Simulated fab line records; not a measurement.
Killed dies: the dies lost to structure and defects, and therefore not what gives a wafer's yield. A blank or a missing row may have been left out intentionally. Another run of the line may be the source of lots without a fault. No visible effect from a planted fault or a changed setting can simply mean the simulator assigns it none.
Lot-split experiment ; flow n5_finfet ; 7 lots, 39 wafers read, on a route of 1938 steps

THE SPLIT ITSELF
At N5_GATE_CUT_HM_DEP_46 (deposits SiO2 from TEOS/O2, target thk 130 nm, time 26.6 s), the setting target_thk_a was moved away from the recipe's 1300 angstrom on 12 of the 39 wafers read, by -12.8% to +14.3%. All remaining wafers had this setting at the recipe value.

FROM THE SPLIT TO THE READING: what the file shows between them, 9 steps
- N5_GATE_CUT_COAT_34: time 60 s, resist thk 60 nm
- N5_GATE_CUT_COAT_35: time 60 s, resist thk 10 nm
- N5_GATE_CUT_STRIP_38: strips in N2/H2
- N5_GATE_CUT_STRIP_39: strips in N2/H2
- N5_GATE_CUT_HM_OPEN_40: chemistry C4F6/O2, target SiO2, target depth 139 nm, time 85.1 s
- N5_GATE_CUT_STRIP_41: strips in CF4
- N5_GATE_CUT_STRIP_42: strips in O2
- N5_GATE_CUT_ALD_22: deposits SiNx, target thk 16 nm, pulse time 1 s, ald cycles 320
- N5_GATE_CUT_CMP_23: polishes, stops on SiO2, t overpolish 23.4 s, target thk 16 nm

THE READING
GC_FILL_THK in nanometres, read at N5_GATE_CUT_THK_MEAS_24. Fault-free wafers of this fab line usually give 219.4 nm, standard deviation 2.2 nm.

wafer;tool, chamber at the split;target_thk_a as run, angstrom;against the recipe;GC_FILL_THK, nm;against lot-mates on the recipe
L079.1;pecvd-02, 0;1300;recipe;217.7;-
L079.2;pecvd-02, 1;1134;-12.8%;205.4;-14.0
L079.3;pecvd-02, 2;1134;-12.8%;199.8;-19.6
L079.4;pecvd-02, 2;1300;recipe;220.4;-
L079.5;pecvd-02, 1;1134;-12.8%;204.1;-15.3
L079.6;pecvd-02, 0;1300;recipe;220.1;-
L081.1;pecvd-02, 1;1300;recipe;220.1;-
L081.2;pecvd-02, 0;1300;recipe;218.4;-
L081.3;pecvd-02, 2;1300;recipe;217.7;-
L081.4;pecvd-02, 1;1300;recipe;219.5;-
L081.5;pecvd-02, 0;1300;recipe;222.9;-
L081.6;pecvd-02, 2;1300;recipe;220.0;-
L083.3;pecvd-01, 2;1300;recipe;217.2;-
L083.4;pecvd-01, 2;1300;recipe;217.1;-
L083.6;pecvd-01, 1;1300;recipe;221.7;-
L088.1;pecvd-02, 0;1195;-8.1%;209.7;-8.3
L088.2;pecvd-02, 1;1195;-8.1%;207.9;-10.1
L088.3;pecvd-02, 2;1300;recipe;217.4;-
L088.4;pecvd-02, 2;1300;recipe;215.4;-
L088.5;pecvd-02, 0;1195;-8.1%;211.1;-6.9
L088.6;pecvd-02, 1;1300;recipe;221.1;-
L091.1;pecvd-01, 0,2;1300;recipe;219.0;-
L091.2;pecvd-01, 2;1224;-5.8%;208.6;-12.0
L091.3;pecvd-01, 1;1224;-5.8%;211.7;-8.9
L091.4;pecvd-01, 1;1300;recipe;223.9;-
L091.5;pecvd-01, 0,2;1300;recipe;218.9;-
L091.6;pecvd-01, 0;1224;-5.8%;214.8;-5.8
L093.1;pecvd-03, 0;1486;+14.3%;237.9;+18.8
L093.2;pecvd-03, 1;1300;recipe;217.9;-
L093.3;pecvd-03, 2;1300;recipe;218.3;-
L093.4;pecvd-03, 1;1486;+14.3%;239.2;+20.1
L093.5;pecvd-03, 0;1300;recipe;221.0;-
L093.6;pecvd-03, 2;1486;+14.3%;239.3;+20.2
L097.1;pecvd-01, 0;1300;recipe;221.3;-
L097.2;pecvd-01, 1,2;1300;recipe;219.0;-
L097.3;pecvd-01, 2;1300;recipe;216.8;-
L097.4;pecvd-01, 1;1300;recipe;222.3;-
L097.5;pecvd-01, 1,2;1300;recipe;219.0;-
L097.6;pecvd-01, 0;1300;recipe;222.3;-
Rows listing several chambers each stand for several wafers; the file does not say which wafer went through which chamber.

FIT RESULTS
A straight line over all 39 wafers: GC_FILL_THK changes by +1.31 nm for each +1% of target_thk_a; r = +0.97; the points scatter about the line by 2.1 nm.
The same after taking each lot's own level away (the mean of its wafers on the recipe; 39 wafers): +1.31 nm for each +1%; r = +0.97; scatter 2.1 nm.
Per that fit: largest target_thk_a move, reading shift of 19 nm.
The lots' own levels span 217.97 to 220.60 nm, that is 1.2 times the standard deviation above.
Hence the lot-to-lot level has little effect on the slope; both slopes agree.
Check: for one of the wafers moved furthest among these (+14.3%), held out of the fit, the line's prediction against its lot-mates is +19 nm. Against them it came out at +18.8 nm.

FURTHER SPLITS ON THESE WAFERS
Other splits were also applied to these wafers ahead of the reading. Each is held against what the fit with the lots' levels taken away leaves over:
other split on the same wafers;wafers away from the commonest value;r with GC_FILL_THK (lot level and that fit taken away)
N5_WELL_APT_IMPLANT_31 energy_kev;12;+0.03
N5_PMOS_HMC_CHANNEL_EPI_FIN_RECESS_16 time_s;15;-0.08
N5_DUMMY_GATE_ETCH_37 source_w;18;-0.06
N5_DUMMY_GATE_ETCH_32 time_s;9;+0.08

THE WHOLE CHAIN: every reading that the file lists as answering this split, in the file's order
step;what it does;reading;change (the file's fit);r (the file's)
N5_GATE_CUT_HM_DEP_46;deposits SiO2 from TEOS/O2, target thk 130 nm, time 26.6 s;SiO2_of_GATE_CUT_HM_DEP_46.thk_nm (the simulator's own value, which no gauge read);+1.31 nm for each +1% of the setting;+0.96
N5_GATE_CUT_HM_OPEN_40;chemistry C4F6/O2, target SiO2, target depth 139 nm, time 85.1 s;etch_rf_on_time_s;withheld for each +1% of the setting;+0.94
N5_GATE_CUT_HM_OPEN_40;chemistry C4F6/O2, target SiO2, target depth 139 nm, time 85.1 s;etch.depth_nm (the simulator's own value, which no gauge read);+1.31 nm for each +1% of the setting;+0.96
N5_GATE_CUT_HM_OPEN_40;chemistry C4F6/O2, target SiO2, target depth 139 nm, time 85.1 s;SOC_of_GATE_CUT_COAT_34.thk_nm (the simulator's own value, which no gauge read);-0.286 nm for each +1% of the setting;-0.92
N5_GATE_CUT_THK_MEAS_24;;GC_FILL_THK;+1.31 for each +1% of the setting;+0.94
N5_GATE_CUT_CMP_43;polishes SiO2;SiO2_of_GATE_CUT_HM_DEP_46.thk_nm (the simulator's own value, which no gauge read);+0.0642 nm for each +1% of the setting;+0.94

FILE'S OWN FIT
GC_FILL_THK changes by +1.31 nm for each +1% of target_thk_a, r = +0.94.
